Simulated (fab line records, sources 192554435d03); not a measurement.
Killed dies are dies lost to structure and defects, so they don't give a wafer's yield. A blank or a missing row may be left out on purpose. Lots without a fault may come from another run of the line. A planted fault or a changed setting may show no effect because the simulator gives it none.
Which tool did it? | flow n5_finfet | 24 lots, 72 wafers sampled, at 6 steps of a route of 1938

WHAT THE GAUGES READ, wafer by wafer
N5_SD_EPI_N_EPI_MEAS_23. Usual: thk_nm 59.3 nm, standard deviation 1.3.
lot  | measured    | on            | thk_nm (nm)    | flag
L074 | day 3 04:04 | film_metro-02 | 56.3 58.3 58.3 |
L075 | day 3 09:40 | film_metro-01 | 58.7 59.7 58.1 |
L076 | day 3 18:40 | film_metro-02 | 60.8 62.2 59.5 |
L077 | day 3 22:10 | film_metro-01 | 57.8 58.9 59.6 |
L078 | day 4 07:26 | film_metro-01 | 60.0 59.7 59.7 |
L079 | day 4 09:17 | film_metro-01 | 57.2 58.3 58.9 |
L080 | day 4 19:40 | film_metro-01 | 59.3 58.9 59.4 |
L081 | day 5 02:49 | film_metro-01 | 60.1 60.6 59.0 |
L082 | day 5 10:43 | film_metro-01 | 58.8 60.1 56.9 |
L083 | day 5 14:13 | film_metro-01 | 58.9 57.5 59.4 |
L084 | day 5 23:43 | film_metro-01 | 60.9 58.6 60.5 |
L085 | day 6 09:15 | film_metro-02 | 61.2 59.3 59.6 |
L086 | day 6 12:55 | film_metro-02 | 58.5 57.5 59.0 |
L087 | day 6 17:01 | film_metro-02 | 60.1 59.3 58.7 |
L088 | day 6 18:34 | film_metro-01 | 61.2 61.0 61.5 |
L089 | day 7 01:17 | film_metro-01 | 57.3 60.2 58.2 |
L090 | day 7 04:40 | film_metro-01 | 56.4 59.0 58.1 |
L091 | day 7 13:13 | film_metro-02 | 60.0 60.5 60.0 |
L092 | day 7 15:35 | film_metro-02 | 61.2 58.7 59.6 |
L093 | day 7 23:22 | film_metro-02 | 58.8 59.5 58.2 |
L094 | day 8 08:34 | film_metro-01 | 57.6 59.4 59.7 |
L095 | day 8 12:44 | film_metro-02 | 61.9 60.7 59.5 |
L096 | day 8 18:31 | film_metro-02 | 60.4 59.2 58.9 |
L097 | day 8 22:38 | film_metro-02 | 59.5 61.1 61.0 |

N5_SD_EPI_P_OVL_MEAS_10. Usual: SD_P_BLK_OVL -0.3 nm, standard deviation 0.71.
lot  | measured    | on         | SD_P_BLK_OVL (nm) | flag
L074 | day 3 05:04 | overlay-02 | -0.2 -0.1 -0.4    |
L075 | day 3 10:43 | overlay-02 | -1.2 -1.0 0.3     |
L076 | day 3 19:38 | overlay-02 | 0.0 0.0 -1.3      |
L077 | day 3 23:09 | overlay-02 | 1.8 0.6 0.8       |
L078 | day 4 08:25 | overlay-01 | 0.1 -0.3 0.7      |
L079 | day 4 10:39 | overlay-01 | 0.6 0.5 -1.5      |
L080 | day 4 21:30 | overlay-01 | 0.1 -0.4 -0.8     |
L081 | day 5 04:01 | overlay-01 | -1.8 -1.7 0.3     |
L082 | day 5 11:49 | overlay-01 | -1.1 -1.0 -0.5    |
L083 | day 5 15:31 | overlay-02 | -0.3 -0.9 -0.3    |
L084 | day 6 00:40 | overlay-01 | 0.8 0.1 0.6       |
L085 | day 6 10:14 | overlay-01 | 0.7 1.1 0.0       |
L086 | day 6 13:54 | overlay-02 | 1.0 0.5 -0.2      |
L087 | day 6 17:56 | overlay-01 | -0.4 -0.6 0.5     |
L088 | day 6 19:53 | overlay-02 | 0.0 0.4 -0.9      |
L089 | day 7 02:33 | overlay-02 | -0.4 -1.4 -1.5    |
L090 | day 7 06:32 | overlay-02 | 0.1 -0.5 0.4      |
L091 | day 7 14:53 | overlay-01 | -0.2 0.2 -0.7     |
L092 | day 7 16:37 | overlay-02 | -1.8 -1.3 -0.3    |
L093 | day 8 00:29 | overlay-02 | 0.4 0.0 -0.6      |
L094 | day 8 09:33 | overlay-02 | 0.4 -1.2 -1.5     |
L095 | day 8 15:12 | overlay-01 | 1.0 0.1 0.6       |
L096 | day 8 19:46 | overlay-02 | -1.7 -0.2 0.0     |
L097 | day 8 23:38 | overlay-02 | -0.2 -0.7 -0.4    |

N5_DUMMY_REMOVAL_INSPECT_06: inspects for defects (brightfield). Usual: raw_defect_count 11, standard deviation 5.6.
lot  | measured    | on                | raw_defect_count | flag
L074 | day 3 21:25 | defect_inspect-02 | 7 19 10          |
L075 | day 4 02:35 | defect_inspect-02 | 29 14 7          |
L076 | day 4 11:48 | defect_inspect-01 | 16 10 22         |
L077 | day 4 15:55 | defect_inspect-01 | 13 19 17         |
L078 | day 5 02:14 | defect_inspect-01 | 6 10 14          |
L079 | day 5 06:01 | defect_inspect-02 | 10 15 10         |
L080 | day 5 15:31 | defect_inspect-02 | 12 12 11         |
L081 | day 5 19:52 | defect_inspect-02 | 7 11 12          |
L082 | day 6 04:55 | defect_inspect-01 | 8 10 7           |
L083 | day 6 07:05 | defect_inspect-01 | 9 7 14           |
L084 | day 6 17:16 | defect_inspect-01 | 12 11 7          |
L085 | day 7 02:10 | defect_inspect-01 | 3 7 6            |
L086 | day 7 06:19 | defect_inspect-01 | 8 6 8            |
L087 | day 7 11:43 | defect_inspect-01 | 20 9 8           |
L088 | day 7 13:40 | defect_inspect-02 | 10 8 3           |
L089 | day 7 19:22 | defect_inspect-01 | 13 6 9           |
L090 | day 8 00:11 | defect_inspect-02 | 7 6 25           |
L091 | day 8 06:50 | defect_inspect-01 | 11 26 13         |
L092 | day 8 08:36 | defect_inspect-01 | 15 11 7          |
L093 | day 8 18:53 | defect_inspect-01 | 15 14 13         |
L094 | day 9 02:26 | defect_inspect-02 | 8 13 15          |
L095 | day 9 07:25 | defect_inspect-02 | 14 7 8           |
L096 | day 9 14:09 | defect_inspect-02 | 13 7 14          |
L097 | day 9 15:07 | defect_inspect-01 | 5 7 10           |

WHICH TOOL RAN EACH LOT (tool, then ch and the chambers of the sampled wafers, then the start)
lot  | N5_SDB_HM_DEP_00               | N5_SDB_HM_OPEN_20                 | N5_SDB_CUT_ETCH_26
L074 | pecvd-04 ch 0,1,2, day 3 16:27 | rie_diel-01 ch 0,1,3, day 3 17:14 | rie_si-04 ch 0,2,3, day 3 17:37
L075 | pecvd-01 ch 1,2, day 3 22:01   | rie_diel-03 ch 2,3, day 3 22:39   | rie_si-04 ch 1,3, day 3 23:02
L076 | pecvd-04 ch 0,2, day 4 07:10   | rie_diel-03 ch 1,2,3, day 4 07:56 | rie_si-05 ch 0,3, day 4 08:20
L077 | pecvd-04 ch 0,2, day 4 11:15   | rie_diel-01 ch 0,1, day 4 12:04   | rie_si-06 ch 0,3, day 4 12:27
L078 | pecvd-01 ch 0,1,2, day 4 21:04 | rie_diel-05 ch 0,1,2, day 4 21:41 | rie_si-06 ch 0,3, day 4 22:27
L079 | pecvd-01 ch 0,1, day 4 22:04   | rie_diel-01 ch 0,1,3, day 4 22:50 | rie_si-06 ch 0,2, day 4 23:13
L080 | pecvd-02 ch 0,1,2, day 5 09:21 | rie_diel-03 ch 1,3, day 5 10:31   | rie_si-05 ch 0,1,2, day 5 11:50
L081 | pecvd-04 ch 1,2, day 5 15:11   | rie_diel-05 ch 0,3, day 5 15:50   | rie_si-06 ch 1,2,3, day 5 16:13
L082 | pecvd-02 ch 0,1, day 6 00:17   | rie_diel-03 ch 0,3, day 6 01:03   | rie_si-06 ch 0,2,3, day 6 01:26
L083 | pecvd-01 ch 0,1,2, day 6 02:28 | rie_diel-01 ch 0,1,3, day 6 03:14 | rie_si-05 ch 0,1,2, day 6 03:37
L084 | pecvd-02 ch 1,2, day 6 12:07   | rie_diel-03 ch 0,1, day 6 12:53   | rie_si-05 ch 0,3, day 6 13:48
L085 | pecvd-01 ch 1,2, day 6 21:26   | rie_diel-05 ch 1,2,3, day 6 22:14 | rie_si-04 ch 1,3, day 6 22:39
L086 | pecvd-02 ch 0,1,2, day 7 01:18 | rie_diel-01 ch 0,1,2, day 7 02:11 | rie_si-04 ch 0,1,2, day 7 02:34
L087 | pecvd-04 ch 0,1, day 7 06:22   | rie_diel-01 ch 0,1,2, day 7 07:19 | rie_si-05 ch 0,1,2, day 7 07:43
L088 | pecvd-02 ch 0,1,2, day 7 08:04 | rie_diel-03 ch 0,2,3, day 7 08:49 | rie_si-06 ch 1,2, day 7 09:16
L089 | pecvd-01 ch 0,1,2, day 7 14:26 | rie_diel-05 ch 1,3, day 7 15:12   | rie_si-06 ch 0,1,2, day 7 15:49
L090 | pecvd-02 ch 0,1, day 7 19:26   | rie_diel-03 ch 0,2,3, day 7 20:12 | rie_si-04 ch 1,2, day 7 20:43
L091 | pecvd-01 ch 0,1,2, day 8 02:16 | rie_diel-05 ch 0,1,2, day 8 02:54 | rie_si-05 ch 0,1,3, day 8 03:20
L092 | pecvd-04 ch 0,1,2, day 8 03:38 | rie_diel-05 ch 0,1, day 8 04:17   | rie_si-04 ch 0,1,2, day 8 05:05
L093 | pecvd-01 ch 0,1, day 8 13:22   | rie_diel-03 ch 0,2,3, day 8 14:19 | rie_si-05 ch 0,2,3, day 8 15:02
L094 | pecvd-04 ch 0,1,2, day 8 21:49 | rie_diel-01 ch 1,2, day 8 22:35   | rie_si-05 ch 0,2, day 8 22:58
L095 | pecvd-01 ch 0,1, day 9 02:26   | rie_diel-01 ch 0,1,2, day 9 03:32 | rie_si-04 ch 2,3, day 9 03:55
L096 | pecvd-01 ch 0,1,2, day 9 07:44 | rie_diel-03 ch 2,3, day 9 09:31   | rie_si-05 ch 1,2, day 9 10:19
L097 | pecvd-02 ch 0,1,2, day 9 10:30 | rie_diel-01 ch 1,2,3, day 9 11:14 | rie_si-06 ch 1,2,3, day 9 11:38
- N5_SDB_HM_DEP_00: deposits SiNx from SiH4/NH3/N2, target thk 40 nm, time 35.3 s.
- N5_SDB_HM_OPEN_20: chemistry CH3F/O2, target SiNx, stops on poly-Si, target depth 24 nm.
- N5_SDB_CUT_ETCH_26: etches Si in HBr/Cl2/O2, target depth 129.6 nm, bt time 20 s, time 51.8 s.

WHAT THE TOOLS THEMSELVES READ (means of the sampled wafers that have a number; where no wafer has one, the mark that the record gives instead)
N5_SDB_HM_DEP_00. Usual: heater_power_w 842 W, standard deviation 110; showerhead_plenum_p_Torr 5.11 Torr, standard deviation 0.12; throttle_valve_pct 39.8 %, standard deviation 2.
lot  | tool     | heater_power_w (W) | showerhead_plenum_p_Torr (Torr) | throttle_valve_pct (%) | flag
L074 | pecvd-04 | 749                | 5.19                            | 40.6                   |
L075 | pecvd-01 | 785                | 5.07                            | 39.1                   |
L076 | pecvd-04 | 729                | 5.20                            | 39.4                   |
L077 | pecvd-04 | 777                | 5.22                            | 39.7                   |
L078 | pecvd-01 | 764                | 5.08                            | 39.9                   |
L079 | pecvd-01 | 745                | 5.08                            | 41.0                   |
L080 | pecvd-02 | 977                | 5.09                            | 38.6                   |
L081 | pecvd-04 | 797                | 5.22                            | 41.1                   |
L082 | pecvd-02 | 917                | 5.08                            | 38.4                   |
L083 | pecvd-01 | 840                | 5.08                            | 40.0                   |
L084 | pecvd-02 | 938                | 5.12                            | 37.0                   |
L085 | pecvd-01 | 878                | 5.18                            | 40.6                   |
L086 | pecvd-02 | 872                | 5.08                            | 38.6                   |
L087 | pecvd-04 | 845                | 5.14                            | 41.8                   |
L088 | pecvd-02 | 975                | 5.09                            | 38.6                   |
L089 | pecvd-01 | 755                | 5.06                            | 40.3                   |
L090 | pecvd-02 | 1003               | 5.07                            | 38.4                   |
L091 | pecvd-01 | 794                | 5.08                            | 40.1                   |
L092 | pecvd-04 | 806                | 5.18                            | 40.7                   |
L093 | pecvd-01 | 795                | 5.18                            | 41.6                   |
L094 | pecvd-04 | 799                | 5.19                            | 41.0                   |
L095 | pecvd-01 | 826                | 5.08                            | 41.2                   |
L096 | pecvd-01 | 825                | 5.07                            | 40.2                   |
L097 | pecvd-02 | 980                | 5.08                            | 38.9                   |

N5_SDB_HM_OPEN_20. Usual: CH3F_flow_sccm 30.00 sccm, standard deviation 0.098; drypump_motor_current_A 5.8 A, standard deviation 0.49; oes_product_au 0.64 a.u., standard deviation 0.06; rf_vpp_V 296.2 V, standard deviation 2.5; showerhead_plenum_p_Torr 2.03 Torr, standard deviation 0.074; throttle_valve_pct 16.24 %, standard deviation 0.22.
lot  | tool        | CH3F_flow_sccm (sccm) | drypump_motor_current_A (A) | oes_product_au (a.u.) | rf_vpp_V (V) | showerhead_plenum_p_Torr (Torr) | throttle_valve_pct (%) | flag
L074 | rie_diel-01 | 30.04                 | 5.6                         | 0.64                  | 297.1        | 2.03                            | 16.10                  |
L075 | rie_diel-03 | 29.89                 | 6.4                         | 0.65                  | 295.8        | 1.98                            | 16.32                  |
L076 | rie_diel-03 | 30.01                 | 6.2                         | 0.64                  | 297.3        | 2.04                            | 16.24                  |
L077 | rie_diel-01 | 29.90                 | 5.7                         | 0.59                  | 297.8        | 2.01                            | 16.17                  |
L078 | rie_diel-05 | 30.02                 | 5.9                         | 0.59                  | 295.3        | 2.01                            | 16.41                  |
L079 | rie_diel-01 | 29.97                 | 5.6                         | 0.63                  | 297.4        | 2.03                            | 16.11                  |
L080 | rie_diel-03 | 29.93                 | 5.9                         | 0.66                  | 296.5        | 2.06                            | 16.05                  |
L081 | rie_diel-05 | 30.00                 | 5.3                         | 0.61                  | 295.1        | 2.05                            | 16.43                  |
L082 | rie_diel-03 | 30.09                 | 6.3                         | 0.74                  | 292.8        | 1.95                            | 16.15                  |
L083 | rie_diel-01 | 29.97                 | 5.5                         | 0.62                  | 297.2        | 2.03                            | 16.13                  |
L084 | rie_diel-03 | 30.14                 | 6.1                         | 0.73                  | 293.4        | 2.01                            | 16.08                  |
L085 | rie_diel-05 | 29.91                 | 6.0                         | 0.60                  | 293.4        | 1.99                            | 16.47                  |
L086 | rie_diel-01 | 30.02                 | 5.7                         | 0.62                  | 298.0        | 2.03                            | 16.17                  |
L087 | rie_diel-01 | 30.10                 | 5.7                         | 0.61                  | 296.5        | 2.03                            | 16.18                  |
L088 | rie_diel-03 | 30.01                 | 6.4                         | 0.66                  | 294.6        | 1.99                            | 16.34                  |
L089 | rie_diel-05 | 30.02                 | 5.6                         | 0.61                  | 293.7        | 1.98                            | 16.47                  |
L090 | rie_diel-03 | 29.93                 | 6.4                         | 0.66                  | 294.8        | 1.98                            | 16.34                  |
L091 | rie_diel-05 | 30.08                 | 5.9                         | 0.58                  | 294.2        | 2.00                            | 16.46                  |
L092 | rie_diel-05 | 30.09                 | 5.8                         | 0.58                  | 294.8        | 1.99                            | 16.45                  |
L093 | rie_diel-03 | 29.97                 | 6.4                         | 0.65                  | 295.1        | 1.98                            | 16.35                  |
L094 | rie_diel-01 | 29.94                 | 5.6                         | 0.64                  | 298.3        | 2.05                            | 16.16                  |
L095 | rie_diel-01 | 30.05                 | 5.7                         | 0.68                  | 298.4        | 2.02                            | 16.03                  |
L096 | rie_diel-03 | 30.11                 | 6.5                         | 0.61                  | 297.3        | 2.01                            | 16.52                  |
L097 | rie_diel-01 | 30.03                 | 5.5                         | 0.65                  | 297.4        | 2.04                            | 16.14                  |

N5_SDB_CUT_ETCH_26. Usual: HBr_flow_sccm 150.0 sccm, standard deviation 0.47; drypump_motor_current_A 5.7 A, standard deviation 0.37; oes_product_au 1.003 a.u., standard deviation 0.017; throttle_valve_pct 37.29 %, standard deviation 0.3.
lot  | tool      | HBr_flow_sccm (sccm) | drypump_motor_current_A (A) | oes_product_au (a.u.) | throttle_valve_pct (%) | flag
L074 | rie_si-04 | 149.9                | 5.7                         | 0.998                 | 37.06                  |
L075 | rie_si-04 | 150.1                | 5.4                         | 1.005                 | 37.32                  |
L076 | rie_si-05 | 150.3                | 5.6                         | 1.007                 | 37.36                  |
L077 | rie_si-06 | 150.2                | 5.9                         | 0.983                 | 37.34                  |
L078 | rie_si-06 | 149.8                | 6.2                         | 0.991                 | 37.00                  |
L079 | rie_si-06 | 149.9                | 5.5                         | 0.990                 | 37.48                  |
L080 | rie_si-05 | 150.2                | 5.8                         | 1.010                 | 37.55                  |
L081 | rie_si-06 | 149.8                | 5.9                         | 1.004                 | 36.98                  |
L082 | rie_si-06 | 150.4                | 5.7                         | 0.992                 | 37.15                  |
L083 | rie_si-05 | 150.1                | 5.7                         | 1.011                 | 37.55                  |
L084 | rie_si-05 | 150.6                | 5.6                         | 1.008                 | 37.37                  |
L085 | rie_si-04 | 150.5                | 5.4                         | 1.003                 | 37.32                  |
L086 | rie_si-04 | 149.8                | 5.5                         | 0.999                 | 37.26                  |
L087 | rie_si-05 | 149.8                | 5.7                         | 1.010                 | 37.54                  |
L088 | rie_si-06 | 149.7                | 5.5                         | 1.016                 | 37.11                  |
L089 | rie_si-06 | 150.1                | 5.7                         | 1.004                 | 37.29                  |
L090 | rie_si-04 | 149.9                | 5.4                         | 0.994                 | 37.43                  |
L091 | rie_si-05 | 150.4                | 5.7                         | 1.016                 | 37.44                  |
L092 | rie_si-04 | 150.6                | 5.5                         | 1.000                 | 37.26                  |
L093 | rie_si-05 | 150.1                | 5.6                         | 1.005                 | 37.47                  |
L094 | rie_si-05 | 150.0                | 5.5                         | 1.000                 | 37.57                  |
L095 | rie_si-04 | 149.8                | 5.7                         | 0.983                 | 37.18                  |
L096 | rie_si-05 | 150.0                | 5.5                         | 1.002                 | 37.49                  |
L097 | rie_si-06 | 150.3                | 6.0                         | 1.011                 | 36.96                  |

THE ANSWER, worked out from the rows above alone
Rule: a lot is off if the mean of its wafers that have a number lies more than 3 standard deviations from the usual mean. A lot without any number at a reading at which 4 lots or more have one is off too. The other lots that the step has rows for count as sound. The gauges are gone through in route order, then the tools' own readings, and for those a lot's mean is taken as printed above. The first step at which some lot is off is used, and at that step the reading that is off furthest; a lot without a number counts as furthest.
No lot is off at any reading shown: from this, nothing can be told.

WHAT THE SIMULATOR HAD PUT IN
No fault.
